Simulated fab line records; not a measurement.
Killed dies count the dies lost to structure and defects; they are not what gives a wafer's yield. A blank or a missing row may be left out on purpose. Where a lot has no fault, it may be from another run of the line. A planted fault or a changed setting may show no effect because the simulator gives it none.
Matching of chambers | flow n5 finfet | N5_DUMMY_GATE_ALD_02 on ald sin-03 has 4 sister chambers
The step deposits SiO2, target thk 2 nm, pulse time 1 s. 4 wafers are shown with their chamber, then 9 later ones without.

WAFERS PAIRED WITH THEIR CHAMBERS
wafer  | chamber | heater power w (W)
L080.5 | 3       | 386
L083.3 | 0       | 552
L083.4 | 1       | 429
L083.5 | 2       | 535

WAFERS WITHOUT THEIR CHAMBER
wafer  | heater power w (W)
L084.1 | 403
L084.4 | 426
L084.6 | 534
L092.2 | 437
L092.4 | 524
L092.6 | 385
L097.1 | 564
L097.4 | 535
L097.5 | 534

EACH ONE'S CHAMBER
wafer  | from the rows above     | in truth
L084.1 | can't be placed: 3 or 1 | 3
L084.4 | 1                       | 1
L084.6 | 2                       | 2
L092.2 | 1                       | 1
L092.4 | 2                       | 2
L092.6 | 3                       | 3
L097.1 | 0                       | 0
L097.4 | 2                       | 2
L097.5 | 2                       | 2
Placed correctly: 8 of 9. These rows do not allow placing 1 (true chamber among the candidates in 1). Number placed wrongly: 0.
How it was worked out, from the rows above alone: a wafer's distance from a chamber is the root of the sum, over the readings, of the square of ((its reading less the chamber's mean) divided by the reading's scatter). The wafer belongs to the nearest chamber; if the next one is less than 2 further off, it can't be placed. Each chamber's mean is taken over the wafers shown for it. The scatter (one wafer shown for each chamber): square how far every hidden wafer sits from the nearest shown wafer, average those squares and take the square root.
